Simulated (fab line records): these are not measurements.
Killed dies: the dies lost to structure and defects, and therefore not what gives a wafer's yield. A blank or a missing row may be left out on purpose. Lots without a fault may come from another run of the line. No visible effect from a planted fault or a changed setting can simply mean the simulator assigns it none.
fab line records -- flow nand_harc
record: lots: 6, wafers: 18, last_day: 24
route steps=1159 shown P_GATE@118
lots that met no fault: from a run of the same line without faults
start_h: hours from the record's first day to the start of the lot's first wafer shown -- wait_h: time in hours since the lot's previous step -- " as in the row above -- L1.1+2: a single row standing in for several wafers -- - either no value or no given start -- * or withheld: withheld -- < > ~ a bound
route shown NAME@n: names a module that has steps shown in the file, with the first one's number in the route -- usual: mean/standard deviation taken from wafers without a fault -- same: alike in all rows -- chamber/n: place in a boat -- sites: per-site readings -- _std_site: how widely they spread, as a standard deviation -- _edge_site: mean of outer sites minus mean of inner sites -- radius_mm: how far each site lies from the wafer's centre -- mask NAME#n: copy n -- behind: tool/chamber where the wafer was last shaped -- hold: what put the lot on hold/how long, in hours/how the hold closed -- device: the n, p or np transistor that did not switch -- end of line: the tests these same wafers got at the end of their route -- a step given without rows: its recipe and nothing more -- killed: count of dies lost to structure and defects at first sort (not the wafer's yield) -- map: dies across one wafer; x = killed, . = not, _ = none there
set.NAME: the setting as run; set.NAME@STEP: as run at that earlier step -- model.NAME: the simulator's own value behind a step, which no gauge read
lots at selected steps of the route; one table per step, one row per wafer
services: a tool's chamber out of use, with start hour (start_h, from the record's first day; less than 0 if before it), hours out, and reason
== steps ==
step: NHARC_P_GATE_EBR_07
step: NHARC_P_GATE_EXPOSE_08
recipe: na: 0.6, dose_mj: 16.75, mask_id: P_HV
step: NHARC_P_GATE_PEB_09
recipe: peb_temp_c: 118, peb_time_s: 85
step: NHARC_P_GATE_DEVELOP_10
recipe: time_s: 70
step: NHARC_P_GATE_CD_MEAS_11
recipe: target_cd_nm: 1640, landing_energy_ev: 500
usual: cd_nm: 1639.9/1.7
lot.wafer,tool,chamber,start_h,wait_h,cd_nm
L449.1,cd_sem-03,0,82.16,-,1637.4
L449.4,cd_sem-03,0,82.16,-,1637.4
L449.6,cd_sem-03,0,82.16,-,1640.6
L456.1,cd_sem-03,0,133.73,-,1641.9
L456.2,cd_sem-03,0,133.73,-,1640.8
L456.3,cd_sem-03,0,133.73,-,1640.7
L463.2,cd_sem-02,0,178.05,-,1642.4
L463.5,cd_sem-02,0,178.05,-,1639.7
L463.6,cd_sem-02,0,178.05,-,1637.8
L465.2,cd_sem-02,0,183.18,-,1638.9
L465.4,cd_sem-02,0,183.18,-,1641.1
L465.5,cd_sem-02,0,183.18,-,1638.2
L466.1,cd_sem-03,0,194.96,-,1639.9
L466.5,cd_sem-03,0,194.96,-,1641.6
L466.6,cd_sem-03,0,194.96,-,1640.3
L468.2,cd_sem-01,0,208.49,-,1640.5
L468.3,cd_sem-01,0,208.49,-,1638.3
L468.4,cd_sem-01,0,208.49,-,1641.1
step: NHARC_P_GATE_HARDBAKE_12
recipe: temp_c: 125, time_s: 80
step: NHARC_P_GATE_DESCUM_13
recipe: time_s: 3, o2_flow_sccm: 200, ar_flow_sccm: 0, bias_power_w: 0, chemistry: O2
usual: chamber_pressure_mTorr: 60.00/0.051, drypump_motor_current_A: 5.6/0.55, oes_product_au: 1.001/0.0087, rf_vpp_V: 57.9/0.82, showerhead_plenum_p_Torr: 1.93/0.067, throttle_valve_pct: 11.311/0.0094
same: bias_power_w: 0
lot.wafer,tool,chamber,start_h,wait_h,chamber_pressure_mTorr,drypump_motor_current_A,oes_product_au,rf_hours_counter_h,rf_vpp_V,showerhead_plenum_p_Torr,throttle_valve_pct
L449.1,rie_diel-02,0,82.34,-,60.04,4.7,1.007,19,57.4,1.99,11.305
L449.4,rie_diel-02,2,82.34,-,60.00,5.3,1.001,-,56.7,1.90,11.305
L449.6,rie_diel-02,1,82.34,-,60.03,5.4,0.999,-,57.5,1.90,11.319
L456.2,rie_diel-11,1,133.89,-,59.91,6.4,1.008,43,58.7,1.98,11.310
L456.3,rie_diel-11,2,133.89,-,59.97,5.6,1.008,43,57.4,1.82,11.312
L456.1,rie_diel-11,3,133.89,-,60.07,5.4,1.000,41,56.5,1.86,11.308
L463.2,rie_diel-11,2,178.21,-,59.97,5.6,1.003,58,57.6,1.81,11.318
L463.5,rie_diel-11,2,178.21,-,60.00,5.6,1.010,-,57.2,1.81,11.303
L463.6,rie_diel-11,3,178.21,-,60.10,5.4,0.996,-,58.2,1.85,11.294
L465.4,rie_diel-02,2,183.42,-,59.96,5.4,0.997,4,58.2,1.90,11.310
L465.2,rie_diel-02,0,183.42,-,60.03,4.7,0.998,5,58.7,1.98,11.301
L465.5,rie_diel-02,3,183.42,-,60.02,5.7,0.991,-,58.1,1.86,11.313
L466.1,rie_diel-02,1,195.14,-,59.99,5.3,1.000,8,58.4,1.89,11.300
L466.6,rie_diel-02,0,195.14,-,60.06,4.7,0.998,-,56.2,1.98,11.313
L466.5,rie_diel-02,1,195.14,-,59.91,5.4,1.003,-,58.3,1.89,11.318
L468.4,rie_diel-03,1,208.66,-,60.01,4.9,0.996,60,58.9,1.98,11.319
L468.3,rie_diel-03,2,208.66,-,60.01,5.6,0.995,51,57.7,2.03,11.307
L468.2,rie_diel-03,3,208.66,-,60.00,6.7,1.009,55,56.7,1.90,11.328
step: NHARC_P_GATE_ETCH_14
recipe: target_depth_a: 488, chemistry: dHF, material: SiO2
step: NHARC_P_GATE_STRIP_15
recipe: time_s: 780, temp_c: 130, chemistry: SPM
step: NHARC_P_GATE_PRECLEAN_71
recipe: time_s: *, temp_c: 50, bath_age_min: 0, chemistry: SC1
step: NHARC_P_GATE_SRD_72
step: NHARC_P_GATE_OXIDE_16
recipe: target_thk_a: 30, temp_c: 875, ox_time_s: 392, material: SiO2
step: NHARC_P_GATE_CVD_17
recipe: target_thk_a: 1500, temp_c: 620, time_s: 900, material: poly-Si
usual: spike_tc_bottom_C: 642.3/1.6, spike_tc_centre_C: 620.2/1.2
lot.wafer,tool,chamber,start_h,wait_h,spike_tc_bottom_C,spike_tc_centre_C
L449.1,lpcvd_poly-04,0,91.34,2.5,641.9,619.7
L449.4,lpcvd_poly-04,0,91.34,2.5,642.1,619.8
L449.6,lpcvd_poly-04,0,91.34,2.5,641.4,620.8
L449.1,lpcvd_poly-01,0,94.08,0.5,643.6,618.0
L449.4,lpcvd_poly-01,0,94.08,0.5,641.0,617.8
L449.6,lpcvd_poly-01,0,94.08,0.5,642.8,620.6
L456.1,lpcvd_poly-04,0,143.52,2.6,641.4,619.4
L456.2,lpcvd_poly-04,0,143.52,2.6,641.1,620.9
L456.3,lpcvd_poly-04,0,143.52,2.6,641.9,620.5
L456.1,lpcvd_poly-04,0,146.24,0.5,640.7,621.2
L456.2,lpcvd_poly-04,0,146.24,0.5,641.2,620.4
L456.3,lpcvd_poly-04,0,146.24,0.5,640.9,619.7
L463.2,lpcvd_poly-04,0,187.78,2.5,640.2,620.5
L463.5,lpcvd_poly-04,0,187.78,2.5,642.4,620.9
L463.6,lpcvd_poly-04,0,187.78,2.5,642.3,621.1
L465.2,lpcvd_poly-04,0,192.61,2.5,642.1,620.0
L465.4,lpcvd_poly-04,0,192.61,2.5,639.8,622.7
L465.5,lpcvd_poly-04,0,192.61,2.5,642.6,619.7
L466.1,lpcvd_poly-03,0,205.37,2.9,645.7,620.5
L466.5,lpcvd_poly-03,0,205.37,2.9,646.5,620.9
L466.6,lpcvd_poly-03,0,205.37,2.9,645.2,620.6
L468.2,lpcvd_poly-01,0,218.85,2.7,643.3,620.5
L468.3,lpcvd_poly-01,0,218.85,2.7,644.1,615.4
L468.4,lpcvd_poly-01,0,218.85,2.7,643.3,621.9
step: NHARC_P_GATE_HM_DEP_102
recipe: target_thk_a: 1200, temp_c: 400, material: aC
usual: throttle_valve_pct: 35.000/0.0091
lot.wafer,tool,chamber,start_h,wait_h,throttle_valve_pct
L449.1,acl_dep-02,0,97.31,1.0,35.002
L449.4,acl_dep-02,0,97.31,1.0,34.996
L449.6,acl_dep-02,0,97.31,1.0,34.989
L456.1,acl_dep-01,0,150.26,1.8,34.996
L456.2,acl_dep-01,0,150.26,1.8,35.002
L456.3,acl_dep-01,0,150.26,1.8,35.000
L463.2,acl_dep-02,0,191.13,1.2,34.996
L463.5,acl_dep-02,0,191.13,1.2,34.984
L463.6,acl_dep-02,0,191.13,1.2,34.988
L465.2,acl_dep-01,0,195.72,0.9,34.988
L465.4,acl_dep-01,0,195.72,0.9,34.998
L465.5,acl_dep-01,0,195.72,0.9,34.987
L466.1,acl_dep-01,0,208.15,0.6,35.003
L466.5,acl_dep-01,0,208.15,0.6,34.996
L466.6,acl_dep-01,0,208.15,0.6,34.994
L468.2,acl_dep-01,0,221.56,0.5,34.998
L468.3,acl_dep-01,0,221.56,0.5,34.996
L468.4,acl_dep-01,0,221.56,0.5,34.996
== services ==
tool,chamber,start_h,hours,kind
rie_diel-02,3,77.09,5.6,repair
rie_diel-02,0,80.87,-,clean
rie_diel-02,1,80.87,-,clean
rie_diel-02,2,80.87,-,clean
rie_diel-11,0,85.66,21.6,repair
rie_diel-11,3,86.57,2.1,repair
rie_diel-02,2,95.94,13.9,repair
rie_diel-02,0,105.37,-,clean
rie_diel-02,1,105.37,-,clean
rie_diel-02,3,105.37,-,clean
lpcvd_poly-01,-,108.00,26.0,pm
acl_dep-01,-,111.00,13.0,pm
rie_diel-03,2,125.38,6.1,repair
rie_diel-03,-,129.29,0.2,repair
rie_diel-03,0,140.09,5.1,repair
rie_diel-02,3,144.75,8.2,repair
rie_diel-02,-,150.70,9.0,pm
acl_dep-02,-,167.35,13.0,pm
lpcvd_poly-04,-,171.50,11.7,repair
rie_diel-03,2,175.48,10.4,repair
rie_diel-02,3,184.48,4.1,repair
rie_diel-02,2,186.18,7.2,repair
rie_diel-11,-,189.50,9.0,pm
rie_diel-03,-,215.46,9.0,pm
== key ==
first_sign: step: NHARC_P_GATE_CVD_17, reading: visit, direction: added
effect none on later readings
met_at NHARC_P_GATE_CVD_17
struck_wafers L449.1,L449.4,L449.6,L456.1,L456.2,L456.3
sort_left_out L449.1,L449.4,L449.6,L456.1,L456.2,L456.3
tester_left_out L449,L456
fault: kind: repeated_step_whole, tool: lpcvd_poly-01,lpcvd_poly-03,lpcvd_poly-04, chamber: -, onset_h: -, steps: NHARC_P_GATE_CVD_17, times: 1, scope: struck_lots_only
tester_left_out: of these lots the tester's yield and bins aren't shown, on N5 and GAA mostly nor the transistor test; their killed dies are dies lost to structure and defects alone, not to doping, threshold or leakage, so they don't give the yield
sort_left_out: the simulated sort isn't trusted on such a fault, so these wafers' sort isn't shown, and their yield isn't known
